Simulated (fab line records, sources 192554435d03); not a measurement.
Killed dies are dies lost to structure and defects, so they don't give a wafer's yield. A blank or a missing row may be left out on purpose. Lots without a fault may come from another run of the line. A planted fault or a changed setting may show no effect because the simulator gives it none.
A struck lot beside a sound one | flow n5_finfet | 39 steps out of a route of 1938
Sound: wafers L795.1, L795.3, L795.6. Struck: wafers L797.5, L797.6. (L797.2 of the same lot was not struck and is left out.) The cause comes at the end.
At each step with rows: each side's tool, then ch and its chambers, then its first start. Under that, the readings that differ: sound wafers | struck wafers | difference of the means | sigmas: that difference in standard deviations of wafers without a fault.
alike: readings whose means differ by less than 2 such deviations, and words and numbers that are the same on both sides. not compared: withheld readings, readings that some wafer has no value for, bounds like >300 that may hide the same value, and numbers for which the record gives no deviation and whose values overlap.
The two part at a step that has a row with sigmas, a row that says differs or no value, or rows on one side only. Numbers that don't overlap but have no deviation are shown without sigmas and don't part them. A reading that every wafer of one side lacks parts them only if that side has two wafers or more.

first, 11 steps without rows for these wafers: N5_BEOL_M0_SAQP_MANDREL1_REMOVE_100 (chemistry HBr/Cl2/O2, target a-Si, stops on SiNx, bt time 10 s); N5_BEOL_M0_SAQP_ETCH_101 (etches SiNx in CH3F/O2, target depth 29.9 nm, time 42.7 s); N5_BEOL_M0_SAQP_ETCH_102 (etches SiO2 in CF4, target depth 4 nm, time 4.4 s); N5_BEOL_M0_SAQP_MANDREL_ETCH_103 (etches a-Si in HBr/Cl2, stops on SiCN, target depth 45 nm, bt time 10 s, time 27 s); N5_BEOL_M0_SAQP_RECESS_104 (chemistry HF/NH3, target SiO2, target depth 18 nm, afs cycles 3, sublimation time 60 s); N5_BEOL_M0_SAQP_COAT_105 (time 60 s, resist thk 100 nm); N5_BEOL_M0_SAQP_ETCH_106 (etches SOC in N2/H2, stops on SiNx, target depth 150 nm); N5_BEOL_M0_SAQP_ETCH_107 (etches SiNx in CH3F/O2, target depth 30 nm); N5_BEOL_M0_SAQP_STRIP_108 (strips in N2/H2); N5_BEOL_M0_SAQP_RECESS_109 (chemistry HF/NH3, target SiO2, target depth 3 nm, afs cycles 1, sublimation time 60 s); N5_BEOL_M0_SAQP_SPACER2_ALD_26 (deposits SiO2, target thk 15 nm, pulse time 1 s, purge time 2 s).
N5_BEOL_M0_SAQP_SPACER2_ETCHBACK_27: etches SiO2 in CHF3/O2, target depth 22.5 nm, time 11.25 s.
  sound on rie_diel-02 ch 1,3, day 9 03:11; struck on rie_diel-02 ch 1,2, day 9 15:40
  reading               | sound          | struck    | difference | sigmas
  oes_product_au (a.u.) | 0.69 0.86 0.86 | 0.51 0.69 | -0.20      | -3
  alike: drypump_motor_current_A, rf_vpp_V, showerhead_plenum_p_Torr, throttle_valve_pct
  not compared: rf_hours_counter_h
N5_BEOL_M0_SAQP_MANDREL2_REMOVE_110: chemistry HBr/Cl2/O2, target a-Si, stops on SiCN, bt time 10 s.
  sound on rie_si-06 ch 0,2, day 9 03:17; struck on rie_si-01 ch 0,1, day 9 15:46
  reading               | sound             | struck      | difference | sigmas
  oes_product_au (a.u.) | 0.967 0.965 0.984 | 0.376 0.367 | -0.601     | -40
  alike: drypump_motor_current_A, he_backside_leak_sccm, mfc_cl2_sccm, throttle_valve_pct
  not compared: rf_hours_counter_h
then, 24 steps without rows for these wafers: N5_BEOL_M0_SAQP_COAT_69 (time 60 s, resist thk 90 nm); N5_BEOL_M0_SAQP_COAT_72 (time 60 s, resist thk 15 nm); N5_BEOL_M0_SAQP_COAT_87 (time 60 s, resist thk 5 nm); N5_BEOL_M0_SAQP_COAT_34 (resist thk 30 nm); N5_BEOL_M0_SAQP_EBR_36; N5_BEOL_M0_SAQP_SOFTBAKE_35 (time 60 s); N5_BEOL_M0_SAQP_EXPOSE_37 (exposes mask M0 CUT1, target cd 30 nm); N5_BEOL_M0_SAQP_PEB_38 (peb time 60 s); N5_BEOL_M0_SAQP_DEVELOP_39 (develop time 30 s); N5_BEOL_M0_SAQP_DESCUM_45 (chemistry O2, time 7 s); N5_BEOL_M0_SAQP_ETCH_88 (etches underlayer in N2/H2, target depth 6.5 nm, time 5.2 s); N5_BEOL_M0_SAQP_ETCH_73 (etches SiARC in CF4, target depth 19.5 nm, time 32.5 s); N5_BEOL_M0_SAQP_CUT_ETCH_46 (etches SOC in N2/H2, target depth 135 nm, overetch 27 nm, time 202.5 s); N5_BEOL_M0_SAQP_STRIP_74 (strips in N2/H2); N5_BEOL_M0_SAQP_STRIP_89 (strips in N2/H2); N5_BEOL_M0_SAQP_ALD_48 (deposits SiO2, target thk 20 nm, pulse time 1 s, co reactant pulse time 1 s); N5_BEOL_M0_SAQP_ETCH_49 (etches SiO2 in CF4/O2, target depth 37 nm); N5_BEOL_M0_SAQP_STRIP_75 (strips in CF4); N5_BEOL_M0_CUTY_COAT_50 (time 60 s, resist thk 15 nm); N5_BEOL_M0_CUTY_COAT_51 (resist thk 150 nm); N5_BEOL_M0_CUTY_EBR_52; N5_BEOL_M0_CUTY_SOFTBAKE_53 (time 60 s); N5_BEOL_M0_CUTY_EXPOSE_54 (exposes mask M0 ABLK); N5_BEOL_M0_CUTY_PEB_55 (peb time 60 s).
N5_BEOL_M4_RC_MEAS_101:
  the record has rows for the sound wafers here (prober-01 ch 0, day 11 19:15) and none for the struck ones
-- the record jumps here: 8 days lie between the struck wafers' starts before and after (it left off in module BEOL_M4 and takes up again in module PASSIVATION, whose first step shown is number 1936 of the route) --
N5_PASSIVATION_PROBE_49:
  sound on prober-01, day 16 13:55; struck on prober-02, day 17 08:01
  reading                  | sound          | struck    | difference | sigmas
  defect_limited_yield (%) | 92.7 90.9 91.4 | 0 0       | -92        | -65
  killed_at_M0_to_M3       | 19 35 23       | 1096 1110 | +1077      | +98
  killed_at_other          | 0 6 2          | 12 8      | +7         | +3
  killed_dies              | 86 107 101     | 1180 1180 | +1082      | +64
  killed_on_rim            | 8 11 11        | 152 152   | +142       | +34
  killed_short             | 21 23 33       | 51 47     | +23        | +3
  sort_bin_5_function (%)  | 3.8 5.5 4.6    | 94.6 95.9 | +90.6      | +92
  sort_n_pass              | 1094 1073 1079 | 0 0       | -1082      | -52
  sort_yield_pct (%)       | 92.7 90.9 91.4 | 0 0       | -92        | -54
  alike: killed_at_M4_up, killed_at_contacts, killed_at_front_end, killed_open, sort_bin_6_memory

WHERE THEY PART
First at N5_BEOL_M0_SAQP_SPACER2_ETCHBACK_27; last, within this record, at N5_PASSIVATION_PROBE_49.

WHY: what the simulator had put in
Process parameter drift: rie_diel-02, from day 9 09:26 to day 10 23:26, at N5_BEOL_M0_SAQP_SPACER2_ETCHBACK_27. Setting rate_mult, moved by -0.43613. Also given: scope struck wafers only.
